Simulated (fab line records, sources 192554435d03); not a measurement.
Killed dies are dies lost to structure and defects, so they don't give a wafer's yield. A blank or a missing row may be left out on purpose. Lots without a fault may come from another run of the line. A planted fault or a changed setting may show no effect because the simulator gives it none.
One fault seen from 2 desks | flow n5_finfet | each desk has only its own numbers; what lay behind them comes last

THE METROLOGY DESK
What the gauges read, lot by lot, whatever tool the lot ran on: means of the sampled wafers that have a number. A lot is out of limits, marked OUT, if its mean lies more than 4 standard deviations from the usual mean; the brackets give that distance. Of its 10 readings 7 are shown: those that lie furthest out on some lot.
Columns: A = DIBL_N at N5_BEOL_M4_RC_MEAS_101, usual 35.9 mV/V; B = DIBL_P at N5_BEOL_M4_RC_MEAS_101, usual 35.9 mV/V; C = IOFF_N at N5_BEOL_M4_RC_MEAS_101, usual 0.155 nA/um; D = IOFF_P at N5_BEOL_M4_RC_MEAS_101, usual 0.201 nA/um; E = ION_P at N5_BEOL_M4_RC_MEAS_101, usual 460 uA/um; F = VT_N at N5_BEOL_M4_RC_MEAS_101, usual 250.0 mV; G = VT_P at N5_BEOL_M4_RC_MEAS_101, usual -251.6 mV
lot  | first seen here | A    | B    | C     | D     | E   | F     | G
L287 | day 8 02:14     | 36.6 | 37.0 | 0.165 | 0.225 | 461 | 247.9 | -250.8
L288 | day 8 04:57     | 34.8 | 34.0 | 0.132 | 0.193 | 457 | 254.1 | -250.2
L289 | day 8 14:56     | 35.6 | 34.9 | 0.151 | 0.215 | 469 | 250.6 | -248.0
L292 | day 8 23:53     | 34.6 | 36.4 | 0.151 | 0.192 | 456 | 251.9 | -253.8
L290 | day 9 02:19     | 36.6 | 35.9 | 0.150 | 0.193 | 459 | 250.9 | -253.3
L291 | day 9 06:42     | 35.9 | 36.2 | 0.168 | 0.212 | 458 | 248.9 | -250.5
L294 | day 10 00:45    | 34.4 | 34.1 | 0.133 | 0.150 | 448 | 251.7 | -256.6
L296 | day 10 18:28    | 33.9 | 32.8 | 0.129 | 0.177 | 457 | 250.8 | -252.7
L297 | day 11 03:59    | 35.6 | 36.0 | 0.143 | 0.195 | 464 | 251.9 | -250.9
L302 | day 12 10:20    | 36.3 | 37.0 | 0.157 | 0.231 | 468 | 248.8 | -246.1
L305 | day 12 15:20    | 34.5 | 34.9 | 0.130 | 0.145 | 450 | 253.2 | -257.6
L307 | day 12 22:28    | 38.4 | 39.1 | 0.198 | 0.247 | 465 | 245.2 | -249.8
L306 | day 12 22:56    | 36.5 | 37.7 | 0.169 | 0.215 | 460 | 248.4 | -251.2
L308 | day 13 16:23    | 36.2 | 38.3 | 0.208 | 0.246 | 465 | 243.9 | -249.2
L309 | day 13 18:04    | 36.0 | 35.3 | 0.148 | 0.183 | 455 | 250.5 | -253.2
This desk's finding: nothing out of limits on any of the 15 lots.

THE TOOL OWNER'S DESK: cvd_co-02
The tool's own readings at N5_BEOL_M0_CVD_115 (deposits Co from CCTBA/H2, time 120 s): means of the sampled wafers that have a number, for each lot that ran on this tool. A lot is out of limits, marked OUT, if its mean lies more than 4 standard deviations from the usual mean; the brackets give that distance.
Columns: A = run_length_s at N5_BEOL_M0_CVD_115, usual 142.7 s
lot  | first seen here | A
L288 | day 6 04:27     | 142.6
L294 | day 7 14:52     | 142.8
L296 | day 8 14:33     | 142.7
L302 | day 9 20:26     | 109.7 (-49) OUT
L305 | day 10 08:21    | 131.4 (-17) OUT
L306 | day 10 23:08    | 126.5 (-24) OUT
This desk's finding: out of limits on L302, L305, L306; first on L302, day 9 20:26 (run_length_s at N5_BEOL_M0_CVD_115). In limits: L288, L294, L296.

PUT TOGETHER
The tool owner's desk could have raised an alarm at day 9 20:26, on L302, L305, L306.
The metrology desk saw nothing out of limits.
The metrology desk has L302, L305, L306 on record, within its limits.
Of the lots named, all ran N5_BEOL_M0_CVD_115 on cvd_co-02.

WHAT THE SIMULATOR HAD PUT IN
Process parameter drift: cvd_co-02, from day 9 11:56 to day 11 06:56, at N5_BEOL_M0_CVD_115. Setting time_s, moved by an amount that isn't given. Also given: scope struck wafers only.
Lots struck among those shown: L302, L305, L306.
Hours from the fault's start to each desk's first reading out of limits: the tool owner's desk, 9.
